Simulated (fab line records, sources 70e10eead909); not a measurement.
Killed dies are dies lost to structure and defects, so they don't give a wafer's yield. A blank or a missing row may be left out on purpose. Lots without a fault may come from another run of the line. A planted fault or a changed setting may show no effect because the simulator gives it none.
Which tool did it? | flow nand_harc | 13 lots, 39 wafers sampled, at 6 steps of a route of 1159

WHAT THE GAUGES READ, wafer by wafer
NHARC_A_SOURCE_PLATE_THK_MEAS_06: measures by ellipsometry.
lot  | measured     | on            | thk_nm (nm)
L697 | day 7 14:39  | film_metro-01 | 203.5 201.3 203.1
L698 | day 8 03:18  | film_metro-01 | 200.9 202.4 200.5
L703 | day 8 19:49  | film_metro-02 | 202.1 202.6 201.1
L702 | day 8 19:49  | film_metro-01 | 201.2 203.2 201.8
L705 | day 9 15:10  | film_metro-01 | 199.0 197.5 199.5
L707 | day 10 06:05 | film_metro-01 | 201.5 198.1 199.0
L709 | day 10 16:49 | film_metro-01 | 201.4 200.6 200.1
L713 | day 11 10:53 | film_metro-01 | 199.7 203.5 197.9
L714 | day 11 20:23 | film_metro-01 | 203.5 202.8 205.6
L717 | day 12 13:12 | film_metro-01 | 198.2 199.9 196.7
L718 | day 12 19:25 | film_metro-01 | 199.7 202.6 198.9
L720 | day 12 19:26 | film_metro-02 | 201.7 201.9 201.2
L719 | day 12 19:26 | film_metro-01 | 201.3 199.0 199.1

NHARC_A_SOURCE_PLATE_INSPECT_08.
lot  | measured     | on                | raw_defect_count
L697 | day 7 14:43  | defect_inspect-02 | 18 50 48
L698 | day 8 03:25  | defect_inspect-02 | 49 56 46
L703 | day 8 19:53  | defect_inspect-02 | 100 36 56
L702 | day 8 19:54  | defect_inspect-02 | 44 79 55
L705 | day 9 15:14  | defect_inspect-01 | 39 64 66
L707 | day 10 06:10 | defect_inspect-01 | 44 41 47
L709 | day 10 16:53 | defect_inspect-02 | 54 61 36
L713 | day 11 10:58 | defect_inspect-01 | 55 81 44
L714 | day 11 20:28 | defect_inspect-02 | 47 97 48
L717 | day 12 13:19 | defect_inspect-01 | 59 34 66
L718 | day 12 19:29 | defect_inspect-02 | 78 120 63
L720 | day 12 19:31 | defect_inspect-01 | 34 39 58
L719 | day 12 19:32 | defect_inspect-02 | 58 50 73

NHARC_A_ONON_D1_THK_MEAS_18: measures by ellipsometry.
lot  | measured     | on            | thk_nm (nm)
L697 | day 8 00:40  | film_metro-02 | 1014 1015 1016
L698 | day 8 14:13  | film_metro-02 | 1021 1019 1021
L703 | day 9 05:57  | film_metro-01 | 995 997 996
L702 | day 9 05:53  | film_metro-01 | 1000 999 999
L705 | day 10 02:05 | film_metro-01 | 1563 1561 1563
L707 | day 10 16:07 | film_metro-02 | 1569 1569 1569
L709 | day 11 02:54 | film_metro-02 | 995 997 996
L713 | day 11 20:55 | film_metro-01 | 1000 999 998
L714 | day 12 06:28 | film_metro-01 | 997 998 997
L717 | day 12 23:15 | film_metro-02 | 1005 1005 1005
L718 | day 13 05:25 | film_metro-02 | 1015 1015 1014
L720 | day 13 05:26 | film_metro-01 | 983 985 983
L719 | day 13 05:46 | film_metro-02 | 992 992 992

NHARC_END_SORT_01.
lot  | measured     | on        | killed_at_array | killed_at_other | killed_at_periphery | killed_dies | killed_open | killed_short
L705 | day 21 11:05 | prober-01 | 675 674 672     | 0 1 1           | 2 2 4               | 677 677 677 | 3 3 2       | 3 0 5
L707 | day 22 01:08 | prober-01 | 675 676 675     | 1 0 0           | 1 1 2               | 677 677 677 | 3 2 1       | 2 3 0

WHICH TOOL RAN EACH LOT (tool, then ch and the chambers of the sampled wafers, then the start)
lot  | NHARC_A_ONON_D1_DEP_16           | NHARC_A_ONON_D1_DEP_33
L697 | pecvd_onon-03 ch 0, day 8 00:09  | pecvd-04 ch 0,2, day 8 03:04
L698 | pecvd_onon-03 ch 0, day 8 13:53  | pecvd-02 ch 0,1,2, day 8 16:44
L703 | pecvd_onon-03 ch 0, day 9 05:27  | pecvd-01 ch 1,2, day 9 08:37
L702 | pecvd_onon-02 ch 0, day 9 05:26  | pecvd-02 ch 1,2, day 9 08:28
L705 | pecvd_onon-03 ch 0, day 10 01:38 | pecvd-04 ch 0,1,2, day 10 04:31
L707 | pecvd_onon-03 ch 0, day 10 15:40 | pecvd-04 ch 0,1, day 10 18:29
L709 | pecvd_onon-02 ch 0, day 11 02:23 | pecvd-04 ch 0,1, day 11 05:16
L713 | pecvd_onon-01 ch 0, day 11 20:24 | pecvd-01 ch 0,1, day 11 23:14
L714 | pecvd_onon-01 ch 0, day 12 05:57 | pecvd-01 ch 0,2, day 12 08:49
L717 | pecvd_onon-03 ch 0, day 12 22:51 | pecvd-02 ch 0,1,2, day 13 01:37
L718 | pecvd_onon-01 ch 0, day 13 04:58 | pecvd-02 ch 1,2, day 13 07:52
L720 | pecvd_onon-03 ch 0, day 13 04:55 | pecvd-01 ch 0,2, day 13 07:57
L719 | pecvd_onon-01 ch 0, day 13 05:16 | pecvd-02 ch 1,2, day 13 08:08
- NHARC_A_ONON_D1_DEP_16: target thk 1000 nm.
- NHARC_A_ONON_D1_DEP_33: deposits SiO2, target thk 200 nm.

WHAT THE TOOLS THEMSELVES READ (means of the sampled wafers that have a number; where no wafer has one, the mark that the record gives instead)
NHARC_A_ONON_D1_DEP_33.
lot  | tool     | flow_sccm (sccm) | heater_power_w (W) | throttle_valve_pct (%)
L697 | pecvd-04 | 2651             | 684                | 15.7
L698 | pecvd-02 | 2651             | 564                | 16.1
L703 | pecvd-01 | 2641             | 623                | 16.1
L702 | pecvd-02 | 2650             | 539                | 15.7
L705 | pecvd-04 | 2656             | 628                | 15.8
L707 | pecvd-04 | 2645             | 634                | 16.4
L709 | pecvd-04 | 2650             | 541                | 16.1
L713 | pecvd-01 | 2657             | 517                | 15.1
L714 | pecvd-01 | 2655             | 607                | 15.1
L717 | pecvd-02 | 2650             | 605                | 16.4
L718 | pecvd-02 | 2654             | 608                | 15.9
L720 | pecvd-01 | 2656             | 678                | 15.9
L719 | pecvd-02 | 2654             | 507                | 16.0

THE ANSWER, worked out from the rows above alone
Rule: what is usual is taken from the lots themselves. Put in order of their means at a reading, lots are off if they are a third of the lots or fewer, leave a main group of 4 or more, and stand apart from it by a gap of 3 or more times the standard deviation of the main group's means; of several such gaps the widest counts. A main group whose means are all the same, to the digits that the tables above print for the reading, isn't used. A lot without any number at a reading at which 4 lots or more have one is off too. The other lots that the step has rows for count as sound. The gauges are gone through in route order, then the tools' own readings, and for those a lot's mean is taken as printed above. The first step at which some lot is off is used, and at that step the reading that is off furthest; a lot without a number counts as furthest.
Off: L705, L707, at NHARC_A_ONON_D1_THK_MEAS_18 (thk_nm). The main group: mean 1002 nm, standard deviation 11.
A tool fits if, at a process step before that reading, it ran every lot that is off, and no sound lot after the first of them. The gauges at NHARC_A_ONON_D1_THK_MEAS_18 are tried like those tools. None of those tried fits.

WHAT THE SIMULATOR HAD PUT IN
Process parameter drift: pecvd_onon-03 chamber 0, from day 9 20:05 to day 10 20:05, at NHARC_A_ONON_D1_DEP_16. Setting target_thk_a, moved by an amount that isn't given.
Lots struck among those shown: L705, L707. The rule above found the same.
